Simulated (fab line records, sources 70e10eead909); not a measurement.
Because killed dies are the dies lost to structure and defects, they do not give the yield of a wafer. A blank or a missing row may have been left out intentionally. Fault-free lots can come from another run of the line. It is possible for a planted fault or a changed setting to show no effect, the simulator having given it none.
The tool behind it: which one? | flow nand-harc | Sampling: 6 lots, 18 wafers, 5 of 1302 route steps

== WHAT THE GAUGES READ, wafer by wafer ==
NHARC_END_SORT_01.
lot  | measured     | on        | killed-at-array
L605 | day 28 15:17 | prober-01 | 90 84 89

== EACH LOT AND THE TOOL THAT RAN IT (in order: tool; ch and the chambers of the sampled wafers; start) ==
lot  | NHARC_A_CONTACT_ETCH_48            | NHARC_A_CONTACT_ETCH_51            | NHARC_A_CONTACT_ETCH_115             | NHARC_A_CONTACT_ETCH_116
L595 | rie-diel-06 ch 0,3, day 21 21:12   | rie-diel-06 ch 0,1, day 21 21:43   | har-cap-etch-02 ch 0,1, day 21 23:38 | har-cap-etch-02 ch 0,1, day 21 23:49
L597 | rie-diel-06 ch 0,1,3, day 22 23:41 | rie-diel-06 ch 0,1,2, day 23 00:13 | har-cap-etch-02 ch 0,1, day 23 02:08 | har-cap-etch-02 ch 0,1, day 23 02:19
L605 | rie-diel-06 ch 1,3, day 25 17:44   | rie-diel-06 ch 0,1,3, day 25 18:30 | har-cap-etch-01 ch 1, day 25 20:10   | har-cap-etch-01 ch 1, day 25 20:20
L609 | rie-diel-01 ch 0,1,2, day 27 15:48 | rie-diel-01 ch 1,2,3, day 27 16:27 | har-cap-etch-02 ch 0,1, day 27 18:17 | har-cap-etch-02 ch 0,1, day 27 18:28
L611 | rie-diel-04 ch 0,3, day 29 01:28   | rie-diel-04 ch 2,3, day 29 01:59   | har-cap-etch-03 ch 0,1, day 29 03:55 | har-cap-etch-03 ch 0,1, day 29 04:05
L616 | rie-diel-06 ch 0,1,3, day 30 21:34 | rie-diel-06 ch 0,1, day 30 22:16   | har-cap-etch-02 ch 0,1, day 31 00:08 | har-cap-etch-02 ch 0,1, day 31 00:19
- NHARC_A_CONTACT_ETCH_48: etches the open film in CF4, target depth 39 nm, time 65 s.
- NHARC_A_CONTACT_ETCH_51: etches the open film in O2/COS, target depth 7000 nm, time 1820 s.
- NHARC_A_CONTACT_ETCH_115: etches the open film in C4F8/O2/Ar, time 190 s, target depth 1850 nm.
- NHARC_A_CONTACT_ETCH_116: etches the open film in C4F8/O2/Ar, time 190 s, target depth 1850 nm.

== THE ANSWER, worked out from the rows above alone ==
Rule: the lots themselves supply what counts as usual. Put in order of their means at a reading, lots are off if they are a third of the lots or fewer, leave a main group of 4 or more, and stand apart from it by a gap of 3 or more times the standard deviation of the main group's means; of several such gaps the widest counts. A main group is skipped when, at the precision printed for the reading in the tables above, its means are all equal. A lot without any number at a reading at which 4 lots or more have one is off too. Where the step has rows for the other lots, those lots are counted as sound.
None of the lots is off at any reading shown; this tells nothing.

== WHAT WAS PUT IN BY THE SIMULATOR ==
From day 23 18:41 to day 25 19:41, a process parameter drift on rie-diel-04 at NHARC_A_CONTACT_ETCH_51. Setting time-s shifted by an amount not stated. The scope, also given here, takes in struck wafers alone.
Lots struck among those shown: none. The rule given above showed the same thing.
